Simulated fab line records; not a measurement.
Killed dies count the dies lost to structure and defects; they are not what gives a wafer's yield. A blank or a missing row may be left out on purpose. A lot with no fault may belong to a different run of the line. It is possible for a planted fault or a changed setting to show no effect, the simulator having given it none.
Lot-split experiment | flow n5 finfet | 39 wafers read across 7 lots, on a route 1938 steps long

== ON THE SPLIT ==
At N5_SD_EPI_N_EXPOSE_06 (exposes mask SD N BLK, target cd 120 nm), the setting dose mj was moved away from the recipe's 39.75 on 12 of the 39 wafers read, by -2.3% to +5.4%. This setting was run at the recipe's value on the other wafers.

== FROM THE SPLIT TO THE READING: what the file shows between them, 2 steps ==
- N5_SD_EPI_N_PEB_07: peb time 60 s
- N5_SD_EPI_N_DEVELOP_08: develop time 30 s

== THE READING ==
cd nm (nm) at N5_SD_EPI_N_CD_MEAS_09, where the cd target is 120 nm. Typical for fault-free wafers on this fab line: 120.1 nm, with standard deviation 0.62 nm.

wafer  | tool, chamber at the split | dose mj as run | against the recipe | cd nm, nm | against lot-mates on the recipe
L074.1 | arfi scanner-03, 0         | 38.83          | -2.3%              | 118.6     | -2.2
L074.2 | arfi scanner-03, 0         | 39.75          | recipe             | 120.7     | -
L074.3 | arfi scanner-03, 0         | 39.75          | recipe             | 120.9     | -
L074.4 | arfi scanner-03, 0         | 38.83          | -2.3%              | 118.6     | -2.2
L074.5 | arfi scanner-03, 0         | 39.75          | recipe             | 120.8     | -
L074.6 | arfi scanner-03, 0         | 38.83          | -2.3%              | 118.5     | -2.3
L076.1 | arfi scanner-02, 0         | 39.75          | recipe             | 120.5     | -
L076.2 | arfi scanner-02, 0         | 39.75          | recipe             | 119.7     | -
L076.3 | arfi scanner-02, 0         | 39.75          | recipe             | 120.9     | -
L076.4 | arfi scanner-02, 0         | 39.75          | recipe             | 119.6     | -
L076.5 | arfi scanner-02, 0         | 39.75          | recipe             | 119.9     | -
L076.6 | arfi scanner-02, 0         | 39.75          | recipe             | 119.9     | -
L078.1 | arfi scanner-03, 0         | 41.66          | +4.8%              | 123.3     | +3.4
L078.2 | arfi scanner-03, 0         | 41.66          | +4.8%              | 123.8     | +3.9
L078.3 | arfi scanner-03, 0         | 41.66          | +4.8%              | 123.9     | +4.0
L078.4 | arfi scanner-03, 0         | 39.75          | recipe             | 120.1     | -
L078.5 | arfi scanner-03, 0         | 39.75          | recipe             | 119.4     | -
L078.6 | arfi scanner-03, 0         | 39.75          | recipe             | 120.1     | -
L082.1 | arfi scanner-03, 0         | 39.75          | recipe             | 119.8     | -
L082.2 | arfi scanner-03, 0         | 39.75          | recipe             | 119.9     | -
L082.3 | arfi scanner-03, 0         | 39.75          | recipe             | 120.0     | -
L082.4 | arfi scanner-03, 0         | 39.75          | recipe             | 120.7     | -
L082.5 | arfi scanner-03, 0         | 39.75          | recipe             | 120.4     | -
L082.6 | arfi scanner-03, 0         | 39.75          | recipe             | 120.7     | -
L088.1 | arfi scanner-02, 0         | 39.75          | recipe             | 120.6     | -
L088.2 | arfi scanner-02, 0         | 41.28          | +3.8%              | 123.1     | +3.0
L088.3 | arfi scanner-02, 0         | 39.75          | recipe             | 119.4     | -
L088.4 | arfi scanner-02, 0         | 39.75          | recipe             | 120.3     | -
L088.5 | arfi scanner-02, 0         | 41.28          | +3.8%              | 122.7     | +2.6
L088.6 | arfi scanner-02, 0         | 41.28          | +3.8%              | 122.8     | +2.7
L092.1 | arfi scanner-03, 0         | 39.75          | recipe             | 119.7     | -
L092.2 | arfi scanner-03, 0         | 41.9           | +5.4%              | 123.2     | +3.9
L092.3 | arfi scanner-03, 0         | 39.75          | recipe             | 119.4     | -
L092.4 | arfi scanner-03, 0         | 39.75          | recipe             | 118.9     | -
L092.5 | arfi scanner-03, 0         | 41.9           | +5.4%              | 122.8     | +3.5
L092.6 | arfi scanner-03, 0         | 41.9           | +5.4%              | 122.7     | +3.4
L093.2 | arfi scanner-02, 0         | 39.75          | recipe             | 119.5     | -
L093.4 | arfi scanner-02, 0         | 39.75          | recipe             | 119.7     | -
L093.6 | arfi scanner-02, 0         | 39.75          | recipe             | 119.5     | -

THE FIT
A straight line over all 39 wafers: cd nm changes by +0.648 nm for each +1% of dose mj; r = +0.94; the points scatter about the line by 0.54 nm.
The same after taking each lot's own level away (the mean of its wafers on the recipe; 39 wafers): +0.747 nm for each +1%; r = +0.97; scatter 0.38 nm.
Per that fit: largest dose mj move, reading shift of 4 nm.
The lots' own levels span 119.33 to 120.80 nm, that is 2.4 times the standard deviation above.
In other words, the slope is changed by the lot-to-lot level; the two fits disagree.
Check: +3.99 nm against its lot-mates is what the line predicts for one of the wafers moved furthest among these (+5.4%) when that wafer is left out of the fit. It came out at +3.87 nm against them.

== ADDITIONAL SPLITS CARRIED BY THESE WAFERS ==
Note: prior to the reading, these wafers also went through further splits. Each is held against what the fit with the lots' levels taken away leaves over:
other split on the same wafers     | wafers away from the commonest value | r with cd nm (lot level and that fit taken away)
N5_FIN_SAQP_HM_DEP_72 target thk a | 18                                   | -0.06

== THE WHOLE CHAIN: every reading that the file lists as answering this split, in the file's order ==
step                   | what it does                                           | reading                                                         | change (the file's fit)               | r (the file's)
N5_SD_EPI_N_CD_MEAS_09 | target cd 120 nm                                       | cd nm                                                           | +0.737 nm for each +1% of the setting | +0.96
N5_SD_EPI_N_DESCUM_14  | chemistry O2, time 7.9 s                               | SD_EPI_N.cd nm (the simulator's own value, which no gauge read) | +0.72 nm for each +1% of the setting  | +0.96
N5_SD_EPI_N_ETCH_34    | etches SiARC in CF4, target depth 45.5 nm, time 75.8 s | SD_EPI_N.cd nm (the simulator's own value, which no gauge read) | +0.712 nm for each +1% of the setting | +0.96

== FILE'S OWN FIT ==
cd nm changes by +0.737 nm for each +1% of dose mj, r = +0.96.
